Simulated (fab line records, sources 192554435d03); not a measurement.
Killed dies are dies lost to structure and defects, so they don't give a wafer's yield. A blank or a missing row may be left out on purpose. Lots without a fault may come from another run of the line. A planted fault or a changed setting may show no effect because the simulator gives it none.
fab line records | flow n5_finfet
record lots=4 wafers=12 last_day=16
route steps=1938 shown BEOL_M0_CUTY@705 BEOL_M0@715 BEOL_M4@1111 PASSIVATION@1936
lots that met no fault: from a run of the same line without faults
start_h: hours from the record's first day to the start of the lot's first wafer shown | wait_h: hours since the lot's step before | " the same as in the row above | L1.1+2: a row that stands for several wafers | - no value, or no start given | * or withheld: withheld | < > ~ a bound
route shown NAME@n: a module of which the file shows steps, and the number in the route of the first | usual: mean/standard deviation of fault-free wafers | same: alike in all rows | chamber/n: place in a boat | sites: the reading at each site | _std_site: their standard deviation | _edge_site: outer sites' mean less inner sites' | radius_mm: how far each site lies from the wafer's centre | mask NAME#n: copy n | behind: the tool/chamber that last shaped the wafer | hold: why the lot was held/for how many hours/how that ended | device: the transistor (n, p or np) that didn't switch | end of line: the same wafers' tests at the end of the route | a step without rows: its recipe alone | killed: dies lost to structure and defects at the first sort, not the wafer's yield | map: a wafer's dies, x killed, . not, _ none there
set.NAME: the setting as run; set.NAME@STEP: as run at that earlier step | model.NAME: the simulator's own value behind a step, which no gauge read
lots at some steps of the route; a table a step, a row a wafer
services: from which hour (start_h, from the record's first day; less than 0 if before it) a tool's chamber was out of use, for how many hours, and why
## steps
# step N5_BEOL_M0_CUTY_EXPOSE_54
# recipe mask_id=M0_ABLK na=1.35 source_shape=conventional sigma_outer=0.8 polarization=unpolarized dose_mj=36
# step N5_BEOL_M0_CUTY_PEB_55
# recipe peb_temp_c=110 peb_time_s=60 resist=CAR-ArF-block
# step N5_BEOL_M0_CUTY_DEVELOP_56
# recipe develop_time_s=30 developer=TMAH resist=CAR-ArF-block rinse_liquid=diw dry=air_spin dev_temp_c=23
# step N5_BEOL_M0_CUTY_DESCUM_61
# recipe chemistry=O2 time_s=7.9 source_power_w=50 bias_power_w=20 pressure_mtorr=20 rf_frequency_hz=2.712e+07 temp_c=40 resist=CAR-ArF-block o2_flow_sccm=225
# step N5_BEOL_M0_CUTY_ETCH_62
# recipe chemistry=CF4 target=SiARC mask_material=CAR-ArF-block time_s=58.5 ion_energy_ev=80 pressure_mtorr=40 source_w=545 bias_w=36 Ar_flow_sccm=100 cf4_flow_sccm=100 ends=cleared
# step N5_BEOL_M0_CUTY_ETCH_63
# recipe chemistry=N2/H2 target=SOC target_depth_a=827 overetch_a=165 mask_material=SiARC temp_c=40 ion_energy_ev=200 time_s=124 pressure_mtorr=30 source_w=840 bias_w=150 n2_flow_sccm=200 h2_flow_sccm=200
# step N5_BEOL_M0_CUTY_STRIP_64
# recipe chemistry=N2/H2 temp_c=40 n2_flow_sccm=200 h2_flow_sccm=200 rf_frequency_hz=6e+07
# step N5_BEOL_M0_ETCH_138
# recipe chemistry=CH3F/O2 target_depth_a=120 target=SiCN time_s=31.6 ion_energy_ev=120 pressure_mtorr=30 source_w=395 bias_w=75 Ar_flow_sccm=150 CH3F_flow_sccm=30 O2_flow_sccm=20 ends=cleared
# step N5_BEOL_M0_HM_OPEN_105
# recipe chemistry=Cl2/BCl3 target_depth_a=120 target=TiN ion_energy_ev=150 pressure_mtorr=10 icp_w=1000 bias_w=126 Cl2_flow_sccm=53.25 bcl3_flow_sccm=21.75 Ar_flow_sccm=25
# step N5_BEOL_M0_STRIP_140
# recipe chemistry=CF4 resist=SiARC power_w=300 bias_power_w=75 pressure_mtorr=50 cf4_flow_sccm=150 rf_frequency_hz=6e+07
# usual bias_power_w=75.03/0.21 cf4_flow_sccm=149.9/0.43 chamber_pressure_mTorr=50.00/0.073 drypump_motor_current_A=5.8/0.49 oes_product_au=0.76/0.069 rf_fwd_power_W=292.5/0.93 rf_vpp_V=271.5/1.7 showerhead_plenum_p_Torr=1.81/0.06 throttle_valve_pct=13.57/0.25
# columns lot.wafer tool chamber start_h wait_h bias_power_w cf4_flow_sccm chamber_pressure_mTorr drypump_motor_current_A oes_product_au rf_fwd_power_W rf_hours_counter_h rf_vpp_V showerhead_plenum_p_Torr throttle_valve_pct
L291.1 rie_diel-05 1 130.95 0.2 74.97 148.8 49.90 6.1 0.71 291.8 223 272.1 1.78 13.77
L291.3 " 0 " " 75.10 150.1 50.01 5.2 0.72 292.6 203 272.9 1.85 13.69
L291.6 " 1 " " 75.01 149.2 50.01 6.1 0.71 294.4 - 270.8 1.78 13.77
L302.1 rie_diel-01 2 202.23 0.3 - - - - - - - - - -
L302.4 " 3 " " - - - - - - - - - -
L302.5 " 1 " " - - - - - - - - - -
L303.1 rie_diel-05 2 205.69 0.1 - - - - - - - - - -
L303.2 " 0 " " - - - - - - - - - -
L303.3 " 3 " " - - - - - - - - - -
L310.1 rie_diel-01 3 241.45 0.1 75.20 150.0 50.00 5.1 0.78 292.4 85 271.9 1.88 13.32
L310.4 " 1 " " 75.09 150.5 50.00 6.0 0.70 292.1 220 268.6 1.71 13.61
L310.6 " 0 " " 74.96 150.6 49.97 5.5 0.90 293.2 - 272.8 1.84 13.03
# step N5_BEOL_M0_STRIP_104
# recipe chemistry=N2/H2 power_w=450 temp_c=40 pressure_mtorr=20 rf_frequency_hz=6e+07 overash_fraction=0.3 bias_power_w=7 h2_frac=0.5 n2_flow_sccm=200 h2_flow_sccm=200
# step N5_BEOL_M0_WET_ETCH_106
# recipe chemistry=DHF dilution=10:1 temp_c=25 target=SiO2 target_depth_a=1300 dry=ipa_marangoni rinse_time_s=30 rinse_temp_c=23
# step N5_BEOL_M0_ETCH_128
# recipe chemistry=CF4/N2 target_depth_a=120 overetch_a=51 target=SiCN time_s=21.4 ion_energy_ev=150 pressure_mtorr=40 source_w=430 bias_w=70 Ar_flow_sccm=100 cf4_flow_sccm=60 n2_flow_sccm=60
# step N5_BEOL_M0_TRENCH_ETCH_107
# recipe chemistry=C4F6/O2 target_depth_a=328 target=SiOC time_s=16.4 ion_energy_ev=250 pressure_mtorr=30 source_w=355 bias_w=185 Ar_flow_sccm=300 C4F6_flow_sccm=10 O2_flow_sccm=10
# step N5_BEOL_M0_STRIP_142
# recipe chemistry=N2/H2 time_s=10 power_w=450 temp_c=40 pressure_mtorr=20 rf_frequency_hz=6e+07 bias_power_w=7 n2_flow_sccm=200 h2_flow_sccm=200
# step N5_BEOL_M0_HM_STRIP_129
# recipe chemistry=peroxide_tin_strip material=TiN target_depth_a=170 temp_c=50 time_s=108
# step N5_BEOL_M0_SRD_130
# recipe time_s=30 temp_c=23 rinse_liquid=diw dry=ipa_marangoni
# step N5_BEOL_M0_ETCH_109
# recipe chemistry=CH3F/O2 target_depth_a=80 overetch_a=24 target=SiCN time_s=27.4 ion_energy_ev=120 pressure_mtorr=30 source_w=395 bias_w=75 Ar_flow_sccm=150 CH3F_flow_sccm=30 O2_flow_sccm=20
# step N5_BEOL_M0_STRIP_139
# recipe chemistry=post_etch_residue_remover time_s=60 temp_c=25 remover_ph=withheld remover_water_wt_pct=withheld remover_fluoride_wt_pct=withheld
# step N5_BEOL_M0_SRD_111
# recipe time_s=30 temp_c=23 rinse_liquid=diw dry=ipa_marangoni
# step N5_BEOL_M0_DEGAS_112
# recipe ambient=vacuum temp_c=250 time_s=60
# step N5_BEOL_M0_PRE_CLEAN_113
# recipe gas=H2/He time_s=30 temp_c=250
# step N5_BEOL_M0_ALD_136
# recipe material=TaN target_thk_a=* temp_c=275 ald_precursor_family=PDMAT ald_co_reactant=NH3 pressure_torr=3 carrier_flow_sccm=1500 pulse_time_s=2 purge_time_s=3 co_reactant_purge_time_s=2 co_reactant_pulse_time_s=3 ald_cycles=30 precursor_vessel_temp_c=75 precursor_vessel_pressure_torr=26.25 precursor_vessel_carrier_sccm=1000
# step N5_BEOL_M0_SURFACE_TREAT_137
# recipe gas=Ar time_s=* ion_energy_ev=* ion_current_ma_cm2=0.5 pressure_mtorr=* ar_flow_sccm=30
# step N5_BEOL_M0_CVD_115
# recipe material=Co target_thk_a=* temp_c=withheld precursor=CCTBA/H2 pressure_torr=30 time_s=120
# step N5_BEOL_M0_SPUTTER_116
# recipe material=Cu target_thk_a=40 temp_c=-20 chamber_pressure_pa=0.07 power_w=withheld time_s=7.37
# step N5_BEOL_M0_ANNEAL_117
# recipe temp_c=400 time_s=60 ambient=vacuum
# step N5_BEOL_M0_SPUTTER_132
# recipe material=Cu target_thk_a=40 temp_c=-20 chamber_pressure_pa=0.07 power_w=withheld time_s=7.37
# step N5_BEOL_M0_ANNEAL_133
# recipe temp_c=400 time_s=60 ambient=vacuum
# step N5_BEOL_M0_SPUTTER_134
# recipe material=Cu target_thk_a=40 temp_c=-20 chamber_pressure_pa=0.07 power_w=withheld time_s=7.37
# step N5_BEOL_M0_ANNEAL_135
# recipe temp_c=400 time_s=60 ambient=vacuum
# step N5_BEOL_M0_SPUTTER_141
# recipe material=Cu target_thk_a=40 temp_c=-20 chamber_pressure_pa=0.07 power_w=withheld time_s=7.37
# step N5_BEOL_M0_ECD_118
# recipe material=Cu target_thk_a=3000
# step N5_BEOL_M0_ANNEAL_119
# recipe temp_c=225 time_s=90 ambient=N2
# step N5_BEOL_M0_CMP_120
# recipe stop_on=SiOC t_overpolish_s=6.9 down_force_psi=1 platen_rpm=50 clearing_platen_down_force_psi=1.5 clearing_platen_rpm=50 post_cmp_clean=cu_alkaline clearing_platen_pad_velocity_m_s=0.99484 pad_velocity_m_s=0.99484
# step N5_BEOL_M0_PRE_CLEAN_131
# recipe gas=NH3/H2 time_s=15 temp_c=* rf_power_w=300
# step N5_BEOL_M0_CO_CAP_123
# recipe material=Co target_thk_a=20 temp_c=200 precursor=CCTBA/H2 pressure_torr=30 time_s=102.1
# step N5_BEOL_M4_RC_MEAS_101
# usual DIBL_N=36.3/1.4 DIBL_P=35.7/1.5 IOFF_N=0.155/0.022 IOFF_P=0.204/0.027 ION_N=671/9 ION_P=459/6.2 SS_N=71.5/0.54 SS_P=73.1/0.56 VT_N=250.2/2.6 VT_P=-251/3.3
# columns lot.wafer tool chamber start_h wait_h DIBL_N[mV/V] DIBL_P[mV/V] IOFF_N[nA/um] IOFF_P[nA/um] ION_N[uA/um] ION_P[uA/um] SS_N[mV/dec] SS_P[mV/dec] VT_N[mV] VT_P[mV]
L291.1 prober-01 0 186.65 0.0 35.3 35.6 0.161 0.217 673 463 71.2 72.8 246.7 -247
L291.3 " 0 " " 37.1 37.4 0.202 0.257 692 475 72.0 73.7 246.3 -248
L291.6 " 0 " " 37.3 37.0 0.201 0.250 680 468 71.5 73.3 248.6 -248
L302.1 prober-01 0 247.62 0.0 34.2 32.3 0.129 0.159 672 462 71.0 73.0 253.5 -258
L302.4 " 0 " " 34.3 32.2 0.132 0.155 667 455 70.7 73.5 253.5 -256
L302.5 " 0 " " 36.0 34.0 0.154 0.178 678 452 72.5 73.5 252.0 -256
L303.1 prober-01 0 253.09 0.0 38.4 35.7 0.183 0.193 682 453 72.0 73.8 246.3 -253
L303.2 " 0 " " 35.8 34.0 0.140 0.165 666 454 71.2 72.9 252.3 -256
L303.3 " 0 " " 34.6 32.4 0.125 0.148 664 452 70.7 72.7 250.8 -256
L310.1 prober-02 0 294.09 0.0 35.7 36.3 0.154 0.220 671 460 71.2 72.6 247.2 -248
L310.4 " 0 " " 35.1 35.1 0.143 0.213 666 460 71.6 72.6 251.1 -249
L310.6 " 0 " " 36.3 36.7 0.161 0.225 665 460 71.8 73.5 249.2 -247
# step N5_PASSIVATION_PROBE_49
# usual defect_limited_yield=91.0/1.5 killed_at_M0_to_M3=36/12 killed_at_M4_up=14/5.5 killed_at_contacts=11/4.8 killed_at_front_end=42/12 killed_at_other=3.7/2.7 killed_dies=106/18 killed_on_rim=13/4.5 killed_open=70/13 killed_short=35/8.2 sort_bin_5_function=5.3/1 sort_bin_6_memory=3.3/0.69 sort_n_pass=1074/18 sort_yield_pct=91.0/1.5
# same gross_dies=1180 killed_at_back_side=0 sort_bin_4_leakage[%]=0 sort_bin_8_speed[%]=0
# columns lot.wafer tool chamber start_h wait_h defect_limited_yield[%] killed_at_M0_to_M3 killed_at_M4_up killed_at_contacts killed_at_front_end killed_at_other killed_dies killed_on_rim killed_open killed_short sort_bin_5_function[%] sort_bin_6_memory[%] sort_n_pass sort_yield_pct[%]
L303.1 prober-01 - 348.59 0.1 58.7 431 5 7 38 6 487 110 69 47 37.8 3.0 693 58.7
L303.2 prober-01 - 348.64 0.1 56.4 436 23 7 45 3 514 83 70 39 39.5 3.8 666 56.4
L303.3 prober-01 - 348.69 0.2 52.5 482 10 15 50 3 560 117 76 45 43.9 3.2 620 52.5
L302.1 prober-01 - 355.90 0.0 57.8 449 5 4 35 5 498 34 50 30 38.9 3.0 682 57.8
L302.4 prober-01 - 356.05 0.2 61.4 381 10 16 46 3 456 120 69 26 35.0 3.1 724 61.4
L302.5 prober-01 - 356.10 0.2 62.5 372 9 9 48 4 442 120 69 22 34.3 2.8 738 62.5
# killed by level:class
L303.1 BEOL_M0:area_ald=371 BEOL_M0_SAQP:geometric_particle:short=14 BEOL_M0_SAQP:geometric_particle:open=13 BEOL_M2:geometric_particle:open=12 STI_FIN_REVEAL:geometric_particle:open=9 BEOL_M1:geometric_particle:open=7 FIN_SAQP:geometric_particle:short=5 MOL_CONTACT_COAG:geometric_particle:open=5
L303.2 BEOL_M0:area_ald=401 BEOL_M2:geometric_particle:open=13 STI_FIN_REVEAL:geometric_particle:open=12 GATE_CUT:geometric_particle:short=8 FIN_SAQP:geometric_particle:short=6 BEOL_M0_SAQP:geometric_particle:short=6 BEOL_M4:geometric_particle:open=6 MOL_CONTACT_COAG:geometric_particle:open=5
L303.3 BEOL_M0:area_ald=439 STI_FIN_REVEAL:geometric_particle:open=15 BEOL_M2:geometric_particle:open=11 BEOL_M1:geometric_particle:open=11 MOL_CONTACT_COAG:geometric_particle:open=9 BEOL_M0_SAQP:geometric_particle:short=8 DUMMY_GATE:geometric_particle:open=7 GATE_CUT:geometric_particle:short=7
L302.1 BEOL_M0:area_ald=418 FIN_SAQP:geometric_particle:open=13 BEOL_M1:geometric_particle:short=7 BEOL_M0_SAQP:geometric_particle:open=6 BEOL_M0_SAQP:geometric_particle:short=6 BEOL_M2:geometric_particle:open=6 GATE_CUT:geometric_particle:short=5 STI_FIN_REVEAL:geometric_particle:open=4
L302.4 BEOL_M0:area_ald=360 MOL_CONTACT_COAG:geometric_particle:open=15 FIN_SAQP:geometric_particle:open=8 STI_FIN_REVEAL:geometric_particle:open=8 BEOL_M0_SAQP:geometric_particle:open=7 BEOL_M4:geometric_particle:open=5 FIN_SAQP:geometric_particle:short=4 DUMMY_GATE:geometric_particle:open=4
L302.5 BEOL_M0:area_ald=350 FIN_SAQP:geometric_particle:open=10 DUMMY_GATE:geometric_particle:open=10 MOL_CONTACT_COAG:geometric_particle:open=9 FIN_SAQP:geometric_particle:short=6 STI_FIN_REVEAL:geometric_particle:open=6 BEOL_M0_SAQP:geometric_particle:open=6 BEOL_M2:geometric_particle:open=6
# map L302.1 (x killed, . not)
_________________............________________
______________x...........x....._____________
___________...x....x...xx..x.......__________
__________x.............x..........._________
________...x.....x..x.x..............._______
_______...x...........x......x.....x...______
______..x.....x.............xx.....x...._____
_____......xx......x.x...................____
____.......x...x.....x..x.x...x.........x.___
___.....x.......x.xxxx...xxxx..x.....x.x...__
___.x........x..x.x.x.xxxxxxxxxxx..xx...x..__
__.......x..x..x..x.....xx.xx........x....x._
__.........xx.xx.x....xxxxx.x....xx.x..x..x._
_........x..xx..xxxxxxxx.xxxx...xxxxx..xx....
_....x..x...x..x....xxxx.x..x.xx..xx.x....x..
_x.........xx.x.xxxx.xx...xxxx...xxx.xxxx...x
_......x.x....xx.x.xx.xxx....xxxxxx..xx....x.
_.x.....x....x..xx.x.xxxxx.xx.xxxx....x.xxx..
_.....xx....x.x.xx..xx.xxxx.xxx.xxx...xx..x..
_........x..x.xxx.x.x.xx.xxxxxxxxxx..xx.xx...
_x..x...x..x.xxxxx.x.xxxxxxxxxxxxxxx.x.....xx
__..x.xx....xx.x.xxxxxxxxxxxx..xxxxxx.x.x..x_
__.......xx..xxxx.xxxx.xxxxx.xx.xxxx.xx.x..._
___.....xx.xxxxx.xxxxxxxx..x.x.xxxxxx..x.x.__
___.....xxxxxxxxx...xxxx.xxx.xx..xxx.xxxxx.__
____xx...x...xx...xxxxxxxxx.xxx.xxxx.xx.x.___
_____.x....x..x....x.xxxxxxxxxxx..xx..xx.____
______.....x.x.xxxxxxxxxxxx.xx..xxx.xxx._____
_______.xxx.x.x.....x.xxx..x.xxx.x.x.x.______
________......x.x.x..xxxx.xxxxxxxx..x._______
__________..xxx.xx.x..x........x.x.._________
___________..xx.xxxxxxxxx.xx.xxxxxx__________
______________....x.........xxx._____________
_________________..xxx.....x.________________
# map L303.3 (x killed, . not)
_________________xx.x.xx...xx________________
______________x..xxx.xxxxx.xxxxx_____________
___________xxxx.xxx.xx.x.x.x...xxxx__________
__________xxxxxxxx..xxxx.........x.._________
________xxxxxxxx...x..x........x.....x_______
_______xxx..xxxxxx.x...xx..x...x.xx.x..______
______xxx.x..x.x.x...x.....x....x...xx.x_____
_____xxxxx..x.x.x..................x..x..____
____xxx...xx.xx.x..................x.x....___
___xxxxxxxxxx..xx.....x....x.........x.xxxx__
___xxxxxxx.xx.x....x...................x...__
__xx.xxx..xxxxx...x.....x..xxx.............x_
__xxx.xxxxx.x..x......x.x............xx..x.._
_.xxxx.xxxx....x.x...x.....x...........xx.x.x
_xxxxxxxxx..x.x....x...x.x..............xxxx.
_xxxxxxxxxxx..xx....................x....xx.x
_xxxxxx...xx.......x....x..............x..x.x
_xxxx.xxx.xxx.x..x.x.............x......xxx..
_xxxxxxxx..........x.x..xx....x...x..xxxxxxx.
_xxxx..xx.x.x......x................x.x...xx.
_xxxxxxx.x.x..x.x....x.x.....x..x......x.x.xx
__xxx..xxxx.xx.....x..........x........x...._
__xxxxxxxxx.......xxxxxx..x.xxxxx.x..x.x.x.x_
___xxxxx.x.xx.x.x..x..x...........x...x..xx__
___xxxxxxxx.x..x...xx....x..xx...x..x...xx.__
____xxxx.xxxx..xxx...x..x..x......x.x.xx.x___
_____xxxxxx..xxxxxxxx...x....xx..x..xxxxx____
______xxxxx..x.xxx.xx...xx..xxxx....xxxx_____
_______xxxxx.xx..xxx....xx.xxxxxxxxx.x.______
________.xx.x..xxxxxxxx.x.xxxxx.x.xxxx_______
__________xxxxxxxx.xxxxx.xxxxxx.xx.x_________
___________xxxxxxxxxxx..xxxxxxxx.xx__________
______________xxxxxxxxxxx.xxxxxx_____________
_________________xxxxxxxxxxxx________________
## services
# columns tool chamber start_h hours kind
rie_diel-01 0 162.56 - clean
rie_diel-01 0 162.56 - consumable_replace:esc
rie_diel-01 0 162.56 - consumable_replace:focus_ring
rie_diel-01 0 162.56 21.0 scheduled_down
rie_diel-01 0 162.56 21.0 vent_cycle
rie_diel-05 1 202.25 - clean
rie_diel-05 1 202.25 - consumable_replace:focus_ring
rie_diel-05 1 202.25 14.5 scheduled_down
rie_diel-05 1 202.25 14.5 vent_cycle
rie_diel-01 0 225.59 5.0 repair
## key
first_sign step=N5_BEOL_M0_STRIP_140 reading=tool_record direction=missing
effect step=N5_PASSIVATION_PROBE_49 reading=killed_at_M0_to_M3 direction=up sigmas=34 usual=36 struck=425
more_kills_born_at N5_BEOL_M0_ALD_136@ald_metal-02=1211 N5_BEOL_M0_ALD_136@ald_metal-03=1128
met_at N5_BEOL_M0_STRIP_140
struck_wafers L302.1,L302.4,L302.5,L303.1,L303.2,L303.3
onset_between 130.95 202.23
fault kind=skipped_step_whole tool=rie_diel-01,rie_diel-05 chamber=- onset_h=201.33 steps=N5_BEOL_M0_STRIP_140 scope=struck_lots_only
